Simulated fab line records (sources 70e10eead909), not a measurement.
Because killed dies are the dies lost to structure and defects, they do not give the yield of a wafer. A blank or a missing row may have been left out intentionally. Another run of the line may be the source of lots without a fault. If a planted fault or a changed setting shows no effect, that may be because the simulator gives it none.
Chamber matching || flow nand_harc || NHARC_A_STAIRCASE_ETCH_253 on rie_diel-05: 4 sister chambers
The step etches the open film in C4F8/O2, target depth 50 nm, time 20.2 s. 30 wafers are shown with their chamber, then 12 later ones without.

EACH WAFER AND ITS CHAMBER
{"wafer": "L075.3", "chamber": 3, "rf_vpp_V (V)": 900, "oes_product_au (a.u.)": 0.953}
{"wafer": "L075.4", "chamber": 1, "rf_vpp_V (V)": 891, "oes_product_au (a.u.)": 0.961}
{"wafer": "L075.5", "chamber": 1, "rf_vpp_V (V)": 890, "oes_product_au (a.u.)": 0.972}
{"wafer": "L074.2", "chamber": 1, "rf_vpp_V (V)": 889, "oes_product_au (a.u.)": 0.948}
{"wafer": "L074.5", "chamber": 2, "rf_vpp_V (V)": 895, "oes_product_au (a.u.)": 0.961}
{"wafer": "L074.6", "chamber": 3, "rf_vpp_V (V)": 899, "oes_product_au (a.u.)": 0.936}
{"wafer": "L076.1", "chamber": 2, "rf_vpp_V (V)": 895, "oes_product_au (a.u.)": 0.949}
{"wafer": "L076.2", "chamber": 3, "rf_vpp_V (V)": 899, "oes_product_au (a.u.)": 0.959}
{"wafer": "L076.5", "chamber": 1, "rf_vpp_V (V)": 891, "oes_product_au (a.u.)": 0.946}
{"wafer": "L079.2", "chamber": 3, "rf_vpp_V (V)": 899, "oes_product_au (a.u.)": 0.944}
{"wafer": "L079.5", "chamber": 1, "rf_vpp_V (V)": 891, "oes_product_au (a.u.)": 0.949}
{"wafer": "L079.6", "chamber": 2, "rf_vpp_V (V)": 895, "oes_product_au (a.u.)": 0.952}
{"wafer": "L082.2", "chamber": 0, "rf_vpp_V (V)": 891, "oes_product_au (a.u.)": 0.925}
{"wafer": "L082.3", "chamber": 2, "rf_vpp_V (V)": 896, "oes_product_au (a.u.)": 0.955}
{"wafer": "L082.4", "chamber": 1, "rf_vpp_V (V)": 890, "oes_product_au (a.u.)": 0.954}
{"wafer": "L083.1", "chamber": 3, "rf_vpp_V (V)": 898, "oes_product_au (a.u.)": 0.961}
{"wafer": "L083.2", "chamber": 0, "rf_vpp_V (V)": 892, "oes_product_au (a.u.)": 0.948}
{"wafer": "L083.6", "chamber": 3, "rf_vpp_V (V)": 897, "oes_product_au (a.u.)": 0.952}
{"wafer": "L084.2", "chamber": 3, "rf_vpp_V (V)": 900, "oes_product_au (a.u.)": 0.910}
{"wafer": "L084.4", "chamber": 1, "rf_vpp_V (V)": 890, "oes_product_au (a.u.)": 0.923}
{"wafer": "L084.5", "chamber": 2, "rf_vpp_V (V)": 896, "oes_product_au (a.u.)": 0.912}
{"wafer": "L086.2", "chamber": 2, "rf_vpp_V (V)": 895, "oes_product_au (a.u.)": 0.912}
{"wafer": "L086.5", "chamber": 3, "rf_vpp_V (V)": 900, "oes_product_au (a.u.)": 0.913}
{"wafer": "L086.6", "chamber": 2, "rf_vpp_V (V)": 895, "oes_product_au (a.u.)": 0.918}
{"wafer": "L087.1", "chamber": 1, "rf_vpp_V (V)": 889, "oes_product_au (a.u.)": 0.917}
{"wafer": "L087.2", "chamber": 0, "rf_vpp_V (V)": 892, "oes_product_au (a.u.)": 0.914}
{"wafer": "L087.4", "chamber": 3, "rf_vpp_V (V)": 899, "oes_product_au (a.u.)": 0.914}
{"wafer": "L093.1", "chamber": 3, "rf_vpp_V (V)": 900, "oes_product_au (a.u.)": 0.947}
{"wafer": "L093.2", "chamber": 1, "rf_vpp_V (V)": 890, "oes_product_au (a.u.)": 0.960}
{"wafer": "L093.6", "chamber": 2, "rf_vpp_V (V)": 896, "oes_product_au (a.u.)": 0.974}

SIGNATURES, as means of the wafers listed above
{"reading": "rf_vpp_V", "chamber 0": 891.67, "chamber 1": 890.11, "chamber 2": 895.38, "chamber 3": 899.10, "scatter within a chamber": 0.793}
{"reading": "oes_product_au", "chamber 0": 0.92900, "chamber 1": 0.94778, "chamber 2": 0.94162, "chamber 3": 0.93890, "scatter within a chamber": 0.0203}
Rule: for each reading, subtract the chamber's mean from the wafer's reading, divide by that reading's scatter and square the result; add these up over the readings and take the root, which gives the wafer's distance from the chamber. If the next closest chamber is less than 2 further off than the closest, the wafer can't be placed; otherwise it belongs to the closest. How the scatter is found: for the shown wafers, subtract from each reading the mean of its chamber, square and add these, divide the total by (wafers less chambers), then take the root.

WAFERS WHOSE CHAMBER IS MISSING
{"wafer": "L090.2", "rf_vpp_V (V)": 896, "oes_product_au (a.u.)": 0.933}
{"wafer": "L090.4", "rf_vpp_V (V)": 891, "oes_product_au (a.u.)": 0.924}
{"wafer": "L090.5", "rf_vpp_V (V)": 896, "oes_product_au (a.u.)": 0.943}
{"wafer": "L092.1", "rf_vpp_V (V)": 890, "oes_product_au (a.u.)": 0.944}
{"wafer": "L092.3", "rf_vpp_V (V)": 894, "oes_product_au (a.u.)": 0.954}
{"wafer": "L092.6", "rf_vpp_V (V)": 890, "oes_product_au (a.u.)": 0.948}
{"wafer": "L094.1", "rf_vpp_V (V)": 894, "oes_product_au (a.u.)": 0.972}
{"wafer": "L094.4", "rf_vpp_V (V)": 898, "oes_product_au (a.u.)": 0.957}
{"wafer": "L094.5", "rf_vpp_V (V)": 898, "oes_product_au (a.u.)": 0.973}
{"wafer": "L096.2", "rf_vpp_V (V)": 890, "oes_product_au (a.u.)": 0.914}
{"wafer": "L096.3", "rf_vpp_V (V)": 897, "oes_product_au (a.u.)": 0.912}
{"wafer": "L096.4", "rf_vpp_V (V)": 898, "oes_product_au (a.u.)": 0.921}

WHICH CHAMBER EACH WENT THROUGH
{"wafer": "L090.2", "from the rows above": 2, "in truth": 2}
{"wafer": "L090.4", "from the rows above": "can't be placed: 0 or 1", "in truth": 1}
{"wafer": "L090.5", "from the rows above": 2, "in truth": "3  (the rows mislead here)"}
{"wafer": "L092.1", "from the rows above": "can't be placed: 1 or 0", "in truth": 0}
{"wafer": "L092.3", "from the rows above": "can't be placed: 2 or 0", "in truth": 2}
{"wafer": "L092.6", "from the rows above": 1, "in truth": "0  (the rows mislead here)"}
{"wafer": "L094.1", "from the rows above": "can't be placed: 2 or 0", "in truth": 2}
{"wafer": "L094.4", "from the rows above": "can't be placed: 3 or 2", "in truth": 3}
{"wafer": "L094.5", "from the rows above": "can't be placed: 3 or 2", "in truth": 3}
{"wafer": "L096.2", "from the rows above": "can't be placed: 1 or 0", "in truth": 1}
{"wafer": "L096.3", "from the rows above": "can't be placed: 2 or 3", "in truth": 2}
{"wafer": "L096.4", "from the rows above": "can't be placed: 3 or 2", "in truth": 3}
Correct placement for 1 of the 12. From these rows, 9 cannot be placed; in 9 the true chamber is one of the candidates. 2 placed wrongly.
